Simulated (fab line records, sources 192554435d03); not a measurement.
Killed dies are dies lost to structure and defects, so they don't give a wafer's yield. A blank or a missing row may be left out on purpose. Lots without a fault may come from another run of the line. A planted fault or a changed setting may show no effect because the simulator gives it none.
Chamber matching | flow n5_finfet | N5_SD_EPI_P_ETCH_36 on rie_diel-05: 4 sister chambers
The step etches SiARC in CF4, target depth 45.5 nm, time 75.8 s. 8 wafers are shown with their chamber, then 11 later ones without.

WAFERS WITH THEIR CHAMBER
wafer  | chamber | throttle_valve_pct (%) | etch_rf_on_time_s (s)
L086.3 | 2       | 15.63                  | 76.7
L086.4 | 3       | 16.10                  | 78.0
L088.1 | 1       | 15.88                  | 74.6
L088.3 | 2       | 15.62                  | 76.8
L089.1 | 0       | 15.78                  | 75.3
L089.4 | 3       | 16.09                  | 78.0
L089.6 | 1       | 15.90                  | 74.7
L091.1 | 0       | 15.78                  | 76.9

WAFERS WITHOUT THEIR CHAMBER
wafer  | throttle_valve_pct (%) | etch_rf_on_time_s (s)
L091.4 | 15.88                  | 75.1
L091.5 | 15.65                  | 77.7
L094.1 | 15.91                  | 75.4
L094.5 | 16.11                  | 79.3
L094.6 | 15.79                  | 76.6
L096.1 | 15.91                  | 74.4
L096.3 | 15.80                  | 76.1
L096.5 | 15.79                  | 75.4
L097.2 | 15.91                  | 75.3
L097.4 | 15.80                  | 77.1
L097.6 | 16.11                  | 79.1

WHICH CHAMBER EACH WENT THROUGH
wafer  | from the rows above | in truth
L091.4 | 1                   | 1
L091.5 | 2                   | 2
L094.1 | 1                   | 1
L094.5 | 3                   | 3
L094.6 | 0                   | 0
L096.1 | 1                   | 1
L096.3 | 0                   | 0
L096.5 | 0                   | 0
L097.2 | 1                   | 1
L097.4 | 0                   | 0
L097.6 | 3                   | 3
Placed correctly: 11 of 11. Can't be placed from these rows: 0. Placed wrongly: 0.
How it was worked out, from the rows above alone: a wafer's distance from a chamber is the root of the sum, over the readings, of the square of ((its reading less the chamber's mean) divided by the reading's scatter). The wafer belongs to the nearest chamber; if the next one is less than 2 further off, it can't be placed. A chamber's mean is the mean of its shown wafers. The scatter: the root of (the sum of the squares of (reading less its chamber's mean) over the shown wafers, divided by (wafers less chambers)).
